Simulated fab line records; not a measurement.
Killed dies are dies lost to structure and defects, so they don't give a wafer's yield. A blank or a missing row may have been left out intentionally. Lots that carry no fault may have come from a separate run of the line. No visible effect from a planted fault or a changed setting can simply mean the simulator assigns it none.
Split-lot trial | flow n5 finfet | route with 1938 steps; 7 lots, 39 wafers read

ABOUT THE SPLIT
At N5_BEOL_M9_ETCH_62 (etches SOC in N2/H2, target depth 110 nm, overetch 22 nm, time 165 s), the setting time s was moved away from the recipe's 165 s on 12 of the 39 wafers read, by -16.7% to +48.5%. The other wafers ran this setting at the recipe's value.

FROM THE SPLIT TO THE READING: what the file shows between them, 2 steps
- N5_BEOL_M9_STRIP_68: strips in N2/H2
- N5_BEOL_M9_STRIP_67: strips in CF4

THE READING
etch.depth nm (the simulator's own value, which no gauge read), in nm, at N5_BEOL_M9_HM_OPEN_17 (chemistry Cl2/BCl3, target TiN, target depth 20 nm, overetch 6 nm). The file gives no usual value for it. The 27 wafers here that ran the recipe average 19.80 nm, standard deviation 0.16 nm.

wafer  | tool, chamber at the split | time s as run, s | against the recipe | etch.depth nm, nm | against lot-mates on the recipe
L077.1 | rie diel-03, 3,2           | 137.5            | -16.7%             | 19.51             | -0.13
L077.2 | rie diel-03, 3,2           | 137.5            | -16.7%             | 19.49             | -0.15
L077.3 | rie diel-03, 1             | 165              | recipe             | 19.72             | -
L077.4 | rie diel-03, 2             | 165              | recipe             | 19.5              | -
L077.5 | rie diel-03, 3             | 137.5            | -16.7%             | 19.71             | +0.07
L077.6 | rie diel-03, 1             | 165              | recipe             | 19.69             | -
L079.1 | rie diel-03, 1,2,0,1       | 165              | recipe             | 19.74             | -
L079.2 | rie diel-03, 1,2,0,1       | 165              | recipe             | 19.64             | -
L079.3 | rie diel-03, 3,0           | 165              | recipe             | 19.85             | -
L079.4 | rie diel-03, 1,2,0,1       | 165              | recipe             | 19.55             | -
L079.5 | rie diel-03, 1,2,0,1       | 165              | recipe             | 19.89             | -
L079.6 | rie diel-03, 3,0           | 165              | recipe             | 19.71             | -
L083.1 | rie diel-04, 3,2           | 165              | recipe             | 19.78             | -
L083.2 | rie diel-04, 1             | 165              | recipe             | 19.54             | -
L083.5 | rie diel-04, 3,2           | 165              | recipe             | 19.73             | -
L084.1 | rie diel-05, 3,0           | 165              | recipe             | 20.1              | -
L084.4 | rie diel-05, 3,0           | 165              | recipe             | 20.1              | -
L084.2 | rie diel-05, 0             | 213.6            | +29.5%             | 15.53             | -4.52
L084.3 | rie diel-05, 1             | 213.6            | +29.5%             | 15.51             | -4.54
L084.5 | rie diel-05, 3             | 213.6            | +29.5%             | 15.2              | -4.85
L084.6 | rie diel-05, 1             | 165              | recipe             | 19.95             | -
L086.1 | rie diel-04, 1             | 245.1            | +48.5%             | 12.15             | -7.64
L086.2 | rie diel-04, 3             | 245.1            | +48.5%             | 12.36             | -7.43
L086.3 | rie diel-04, 0             | 245.1            | +48.5%             | 11.98             | -7.81
L086.4 | rie diel-04, 3,1           | 165              | recipe             | 19.88             | -
L086.5 | rie diel-04, 0             | 165              | recipe             | 19.92             | -
L086.6 | rie diel-04, 3,1           | 165              | recipe             | 19.56             | -
L090.1 | rie diel-03, 1             | 165              | recipe             | 19.86             | -
L090.2 | rie diel-03, 0             | 139.5            | -15.5%             | 19.85             | -0.05
L090.3 | rie diel-03, 3             | 165              | recipe             | 19.95             | -
L090.4 | rie diel-03, 2             | 139.5            | -15.5%             | 19.89             | -0.01
L090.5 | rie diel-03, 0             | 139.5            | -15.5%             | 19.67             | -0.23
L090.6 | rie diel-03, 3             | 165              | recipe             | 19.88             | -
L091.1 | rie diel-04, 3,1,3         | 165              | recipe             | 19.73             | -
L091.2 | rie diel-04, 2             | 165              | recipe             | 19.8              | -
L091.3 | rie diel-04, 1             | 165              | recipe             | 20.07             | -
L091.4 | rie diel-04, 2             | 165              | recipe             | 19.78             | -
L091.5 | rie diel-04, 3,1,3         | 165              | recipe             | 19.86             | -
L091.6 | rie diel-04, 3,1,3         | 165              | recipe             | 19.84             | -
The file does not say which wafer passed through which chamber wherever a row lists several chambers: such a row stands for several wafers.

FIT RESULTS
A straight line over all 39 wafers: etch.depth nm changes by -0.127 nm for each +1% of time s; r = -0.93; the points scatter about the line by 0.86 nm.
The same after taking each lot's own level away (the mean of its wafers on the recipe; 39 wafers): -0.129 nm for each +1%; r = -0.93; scatter 0.84 nm.
Per that fit: largest time s move, reading shift of 6.2 nm.
Across the lots, their own levels run from 19.637 to 20.050 nm, a range of 2.6 times the standard deviation given above.
Consequently the slope shifts little with the lot-to-lot level, the two slopes agreeing.
Check: -6.5 nm against its lot-mates is what the line predicts for one of the wafers moved furthest among these (+48.5%) when that wafer is left out of the fit. It came out at -7.64 nm against them.

THE OTHER SPLITS THESE WAFERS WENT THROUGH
These wafers also went through other splits before the reading. Each is held against what the fit with the lots' levels taken away leaves over:
other split on the same wafers                 | wafers away from the commonest value | r with etch.depth nm (lot level and that fit taken away)
N5_MOL_CONTACT_COAG_VIA_ETCH_46 target depth a | 9                                    | +0.07
N5_BEOL_M0_ALD_136 ald cycles                  | 9                                    | -0.34

THE WHOLE CHAIN: every reading that the file lists as answering this split, in the file's order
step                  | what it does                                                         | reading                                                                          | change (the file's fit)                | r (the file's)
N5_BEOL_M9_ETCH_62    | etches SOC in N2/H2, target depth 110 nm, overetch 22 nm, time 165 s | SiARC_of_BEOL_M9_COAT_60.thk nm (the simulator's own value, which no gauge read) | -0.0656 nm for each +1% of the setting | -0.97
N5_BEOL_M9_HM_OPEN_17 | chemistry Cl2/BCl3, target TiN, target depth 20 nm, overetch 6 nm    | etch.depth nm (the simulator's own value, which no gauge read)                   | -0.135 nm for each +1% of the setting  | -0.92

FILE'S OWN FIT
etch.depth nm changes by -0.135 nm for each +1% of time s, r = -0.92.
